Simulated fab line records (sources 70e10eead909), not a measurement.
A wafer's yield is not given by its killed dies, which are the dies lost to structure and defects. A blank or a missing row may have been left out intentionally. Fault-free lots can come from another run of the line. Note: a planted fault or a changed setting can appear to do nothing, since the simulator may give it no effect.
Which tool was responsible? -- flow nand_harc -- 13 lots, 39 wafers sampled, at 5 steps of a route of 1159

## WHAT THE GAUGES SHOWED, per wafer
NHARC_A_BONDPAD_THK_MEAS_20: measures by xrf. Usual: 169.6 nm for thk_nm, sd 1.4.
lot,measured,on,thk_nm (nm),flag
L902,day 18 21:26,film_metro-02,167.6 169.6 167.6,
L903,day 19 04:16,film_metro-02,168.1 170.0 169.4,
L906,day 20 02:51,film_metro-02,170.4 170.2 169.8,
L905,day 20 04:10,film_metro-01,170.8 169.7 171.8,
L911,day 21 02:24,film_metro-02,172.2 170.7 170.2,
L910,day 21 01:53,film_metro-01,170.9 169.7 167.6,
L913,day 23 06:44,film_metro-02,169.1 167.6 169.9,
L916,day 23 07:20,film_metro-01,171.1 167.7 168.8,
L919,day 23 07:40,film_metro-01,170.3 170.1 168.6,
L918,day 24 04:56,film_metro-02,169.6 170.1 167.1,
L922,day 24 05:27,film_metro-01,170.7 168.6 168.3,
L924,day 24 21:08,film_metro-02,169.2 170.6 170.4,
L925,day 24 23:40,film_metro-02,169.3 167.6 169.9,

NHARC_END_SORT_01. Usual: killed_at_array 27, standard deviation 12; killed_at_other 0.5, standard deviation 0.9; killed_at_periphery 3.7, standard deviation 2.7; killed_dies 31, standard deviation 12; killed_open 3.3, standard deviation 2; killed_short 2.0, standard deviation 1.4.
lot,measured,on,killed_at_array,killed_at_other,killed_at_periphery,killed_dies,killed_open,killed_short,flag
L913,day 24 12:33,prober-02,101 98 110,2 0 0,2 4 3,105 102 113,2 3 5,1 2 2,OFF
L916,day 24 11:00,prober-01,105 109 80,0 0 0,2 2 2,107 111 82,4 2 3,2 1 1,OFF

## EACH LOT AND THE TOOL THAT RAN IT (in order: tool; ch and the chambers of the sampled wafers; start)
lot,NHARC_A_CONTACT_ETCH_90,NHARC_A_BONDPAD_ANNEAL_28,NHARC_THIN_TSV_ETCHBACK_48
L902,"rie_diel-08 ch 1,2, day 17 05:15","rtp_anneal-02 ch 0, day 18 20:52","rie_diel-02 ch 0,1, day 19 15:04"
L903,"rie_diel-13 ch 2,3, day 17 11:58","rtp_anneal-01 ch 0, day 19 03:35","rie_diel-10 ch 1,2,3, day 19 20:51"
L906,"rie_diel-13 ch 0,3, day 18 05:52","rtp_anneal-01 ch 0, day 20 02:14","rie_diel-10 ch 0,3, day 20 18:21"
L905,"rie_diel-13 ch 0,1,3, day 18 14:52","rtp_anneal-01 ch 0, day 20 03:31","rie_diel-01 ch 0,1,2, day 20 19:22"
L911,"rie_diel-08 ch 0,1, day 19 06:23","rtp_anneal-02 ch 0, day 21 01:47","rie_diel-02 ch 0,2,3, day 21 20:00"
L910,"rie_diel-08 ch 0,1, day 19 07:13","rtp_anneal-02 ch 0, day 21 01:16","rie_diel-10 ch 2,3, day 21 18:44"
L913,"rie_diel-08 ch 0,3, day 20 18:35","rtp_anneal-02 ch 0, day 23 06:10","rie_diel-01 ch 0,1,3, day 23 22:02"
L916,"rie_diel-08 ch 0,2,3, day 20 19:07","rtp_anneal-02 ch 0, day 23 06:40","rie_diel-01 ch 2,3, day 23 22:56"
L919,"rie_diel-13 ch 0,1,3, day 21 00:13","rtp_anneal-02 ch 0, day 23 07:03","rie_diel-01 ch 0,2,3, day 24 00:05"
L918,"rie_diel-13 ch 1,2, day 22 04:54","rtp_anneal-02 ch 0, day 24 04:16","rie_diel-02 ch 0,2, day 24 22:28"
L922,"rie_diel-13 ch 0,2,3, day 22 09:48","rtp_anneal-02 ch 0, day 24 04:47","rie_diel-01 ch 0,1,2, day 24 23:59"
L924,"rie_diel-13 ch 0,1,2, day 22 22:03","rtp_anneal-02 ch 0, day 24 20:28","rie_diel-01 ch 1,2,3, day 25 11:28"
L925,"rie_diel-13 ch 1,2, day 23 00:37","rtp_anneal-01 ch 0, day 24 23:02","rie_diel-01 ch 0,2, day 25 17:44"
- NHARC_A_CONTACT_ETCH_90: etches the open film in CH3F/O2, target depth 40 nm, time 85.7 s.
- NHARC_A_BONDPAD_ANNEAL_28: time 90 s.
- NHARC_THIN_TSV_ETCHBACK_48: etches the open film in C4F8/Ar, target depth 1028.5 nm, time 405.17 s.

## WHAT THE TOOLS THEMSELVES READ (means of the sampled wafers that have a number; where no wafer has one, the mark that the record gives instead)
NHARC_A_CONTACT_ETCH_90. Usual: drypump_motor_current_A 5.7 A, standard deviation 0.49; oes_product_au 0.96 a.u., standard deviation 0.037; rf_vpp_V 244.5 V, standard deviation 2; showerhead_plenum_p_Torr 2.46 Torr, standard deviation 0.12; throttle_valve_pct 20.663 %, standard deviation 0.0097.
lot,tool,drypump_motor_current_A (A),oes_product_au (a.u.),rf_vpp_V (V),showerhead_plenum_p_Torr (Torr),throttle_valve_pct (%),flag
L902,rie_diel-08,5.1,1.00,245.8,2.55,20.669,
L903,rie_diel-13,6.0,0.92,242.6,2.37,20.665,
L906,rie_diel-13,5.4,1.00,245.5,2.48,20.666,
L905,rie_diel-13,5.6,0.92,243.9,2.45,20.658,
L911,rie_diel-08,5.6,0.93,246.0,2.60,20.662,
L910,rie_diel-08,5.6,0.92,246.0,2.60,20.669,
L913,rie_diel-08,5.3,0.92,244.7,2.44,20.661,
L916,rie_diel-08,5.2,0.92,244.6,2.51,20.651,
L919,rie_diel-13,5.6,0.94,244.0,2.45,20.653,
L918,rie_diel-13,6.1,1.00,244.9,2.54,20.664,
L922,rie_diel-13,5.6,1.01,245.8,2.51,20.654,
L924,rie_diel-13,5.8,0.93,244.4,2.49,20.663,
L925,rie_diel-13,6.1,0.93,246.2,2.54,20.667,

NHARC_A_BONDPAD_ANNEAL_28. Usual: 226.16 for wafer_temp_C_max, sd 0.25.
lot,tool,wafer_temp_C_max,flag
L902,rtp_anneal-02,226.41,
L903,rtp_anneal-01,226.37,
L906,rtp_anneal-01,226.27,
L905,rtp_anneal-01,226.10,
L911,rtp_anneal-02,226.31,
L910,rtp_anneal-02,225.92,
L913,rtp_anneal-02,226.22,
L916,rtp_anneal-02,226.28,
L919,rtp_anneal-02,226.12,
L918,rtp_anneal-02,226.34,
L922,rtp_anneal-02,225.80,
L924,rtp_anneal-02,226.24,
L925,rtp_anneal-01,226.14,

NHARC_THIN_TSV_ETCHBACK_48. Usual: oes_product_au 0.938 a.u., standard deviation 0.028; rf_vpp_V 545.9 V, standard deviation 2.4.
lot,tool,oes_product_au (a.u.),rf_vpp_V (V),flag
L902,rie_diel-02,0.928,546.5,
L903,rie_diel-10,0.961,546.7,
L906,rie_diel-10,0.921,546.0,
L905,rie_diel-01,0.933,547.6,
L911,rie_diel-02,0.934,545.0,
L910,rie_diel-10,0.931,546.7,
L913,rie_diel-01,0.930,546.7,
L916,rie_diel-01,0.930,546.5,
L919,rie_diel-01,0.926,546.3,
L918,rie_diel-02,0.924,546.8,
L922,rie_diel-01,0.934,547.7,
L924,rie_diel-01,0.924,545.6,
L925,rie_diel-01,1.007,547.3,

## THE ANSWER, worked out from the rows above alone
Rule: take the mean of a lot's wafers that have a number; if it is more than 3 standard deviations from the usual mean, the lot is off. Also off: a lot with no number at a reading for which 4 or more lots have one. All remaining lots with rows at the step are treated as sound. Order of review: gauges by route order, followed by the tools' own readings, for which a lot's mean as printed above is used. At the first step where some lot is off, the reading lying furthest off is the one used; lots without a number count as furthest.
Off, at NHARC_END_SORT_01 on killed_at_array: L913, L916. Neither off nor sound, because the step has no rows for them: L902, L903, L906, L905, L911, L910, L919, L918, L922, L924, L925.
A tool fits if, at a process step before that reading, it ran every lot that is off, and no sound lot after the first of them. Gauges at NHARC_END_SORT_01: tried the same way as those tools. Can't be told from this: 3 tools fit, rie_diel-08 at NHARC_A_CONTACT_ETCH_90, rtp_anneal-02 at NHARC_A_BONDPAD_ANNEAL_28, rie_diel-01 at NHARC_THIN_TSV_ETCHBACK_48.

## WHAT THE SIMULATOR HAD PUT IN
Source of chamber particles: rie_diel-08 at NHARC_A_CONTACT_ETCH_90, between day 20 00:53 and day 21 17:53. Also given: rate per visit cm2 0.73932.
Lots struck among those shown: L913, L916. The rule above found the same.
